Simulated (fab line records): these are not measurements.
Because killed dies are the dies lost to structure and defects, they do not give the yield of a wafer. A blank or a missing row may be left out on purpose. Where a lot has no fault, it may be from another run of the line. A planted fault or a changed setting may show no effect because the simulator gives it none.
Split-lot experiment | flow n5Finfet | route with 1938 steps; 7 lots, 21 wafers read

THE SPLIT ITSELF
At N5_MOL_CONTACT_COAG_DESCUM_45 (chemistry O2, time 7 s), the setting timeS was moved away from the recipe's 7 s on 8 of the 21 wafers read, by -22.1% to +16.1%. This setting was run at the recipe's value on the other wafers.

FROM SPLIT TO READING: 1 step shown by the file between the two
- N5_MOL_CONTACT_COAG_ETCH_65: etches underlayer in N2/H2, target depth 13 nm, time 10.4 s

THE READING
CAR-EUV_of_MOL_CONTACT_COAG_COAT_34.thkNm (the simulator's own value, which no gauge read), in nm, at N5_MOL_CONTACT_COAG_ETCH_66 (etches SiARC in CF4, target depth 13 nm, time 21.7 s). No usual value for it is given in the file. Here, 13 wafers ran the recipe; their average is 16.9 nm with a standard deviation of 0.18 nm.

wafer  | tool, chamber at the split | timeS as run, s | against the recipe | CAR-EUV_of_MOL_CONTACT_COAG_COAT_34.thkNm, nm | against lot-mates on the recipe
L076.3 | rieDiel-01, 3,0,3          | 7               | recipe             | 17.2                                          | -
L076.4 | rieDiel-01, 3,0,3          | 7               | recipe             | 17                                            | -
L076.5 | rieDiel-01, 3,0,3          | 7               | recipe             | 17                                            | -
L079.1 | rieDiel-02, 2              | 7               | recipe             | 16.8                                          | -
L079.5 | rieDiel-02, 2,0            | 7.978           | +14.0%             | 16.4                                          | -0.4
L079.6 | rieDiel-02, 2,0            | 7.978           | +14.0%             | 16.4                                          | -0.4
L086.1 | rieDiel-01, 2              | 7               | recipe             | 17                                            | -
L086.6 | rieDiel-01, 2              | 7               | recipe             | 17                                            | -
L086.4 | rieDiel-01, 0              | 7               | recipe             | 16.8                                          | -
L087.4 | rieDiel-01, 1,0            | 6.504           | -7.1%              | 17.2                                          | +0.2
L087.5 | rieDiel-01, 1,0            | 6.504           | -7.1%              | 17.4                                          | +0.4
L087.6 | rieDiel-01, 2              | 7               | recipe             | 17                                            | -
L088.1 | rieDiel-01, 0              | 7               | recipe             | 17                                            | -
L088.5 | rieDiel-01, 2              | 5.452           | -22.1%             | 17.6                                          | +0.6
L088.6 | rieDiel-01, 1              | 5.452           | -22.1%             | 17.6                                          | +0.6
L097.1 | rieDiel-02, 1,2,1          | 7               | recipe             | 16.6                                          | -
L097.3 | rieDiel-02, 1,2,1          | 7               | recipe             | 16.6                                          | -
L097.6 | rieDiel-02, 1,2,1          | 7               | recipe             | 16.6                                          | -
L096.1 | rieDiel-01, 1,2            | 8.128           | +16.1%             | 16.2                                          | -0.6
L096.2 | rieDiel-01, 3              | 7               | recipe             | 16.8                                          | -
L096.6 | rieDiel-01, 1,2            | 8.128           | +16.1%             | 16.6                                          | -0.2
Where a row lists several chambers, the file gives one row for several wafers and doesn't say which wafer went through which chamber.

FIT RESULTS
A straight line over all 21 wafers: CAR-EUV_of_MOL_CONTACT_COAG_COAT_34.thkNm changes by -0.0336 nm for each +1% of timeS; r = -0.89; the points scatter about the line by 0.18 nm.
The same after taking each lot's own level away (the mean of its wafers on the recipe; 21 wafers): -0.0276 nm for each +1%; r = -0.95; scatter 0.096 nm.
According to that fit, moving timeS by its largest amount changes the reading by 0.61 nm.
From 16.60 to 17.07 nm: that is the span of the lots' own levels, equal to 2.5 times the standard deviation above.
Thus the slope moves with the lot-to-lot level: the two fits are different.
Check: +0.632 nm against its lot-mates is what the line predicts for one of the wafers moved furthest among these (-22.1%) when that wafer is left out of the fit. It came out at +0.6 nm against them.

OTHER SPLITS APPLIED TO THESE WAFERS
Note: prior to the reading, these wafers also went through further splits. Each is held against what the fit with the lots' levels taken away leaves over:
other split on the same wafers      | wafers away from the commonest value | r with CAR-EUV_of_MOL_CONTACT_COAG_COAT_34.thkNm (lot level and that fit taken away)
N5_SDB_EXPOSE_08 doseMj             | 6                                    | +0.30
N5_HKMG_FIN_ETCH_55 biasW           | 8                                    | +0.21
N5_HKMG_FIN_ETCH_58 sourceW         | 8                                    | +0.36
N5_GATE_CUT_CUT_ETCH_54 biasW       | 7                                    | -0.17
N5_MOL_CONTACT_COAG_COAT_02 spinRpm | 6                                    | +0.21
N5_MOL_CONTACT_COAG_COAT_64 spinRpm | 4                                    | +0.51

THE WHOLE CHAIN: every reading that the file lists as answering this split, in the file's order
step                          | what it does                                                | reading                                                                                    | change (the file's fit)                | r (the file's)
N5_MOL_CONTACT_COAG_DESCUM_45 | chemistry O2, time 7 s                                      | CAR-EUV_of_MOL_CONTACT_COAG_COAT_34.thkNm (the simulator's own value, which no gauge read) | -0.0291 nm for each +1% of the setting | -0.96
N5_MOL_CONTACT_COAG_ETCH_65   | etches underlayer in N2/H2, target depth 13 nm, time 10.4 s | CAR-EUV_of_MOL_CONTACT_COAG_COAT_34.thkNm (the simulator's own value, which no gauge read) | -0.0327 nm for each +1% of the setting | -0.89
N5_MOL_CONTACT_COAG_ETCH_66   | etches SiARC in CF4, target depth 13 nm, time 21.7 s        | CAR-EUV_of_MOL_CONTACT_COAG_COAT_34.thkNm (the simulator's own value, which no gauge read) | -0.0276 nm for each +1% of the setting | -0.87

FILE'S OWN FIT
CAR-EUV_of_MOL_CONTACT_COAG_COAT_34.thkNm changes by -0.0276 nm for each +1% of timeS, r = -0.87.
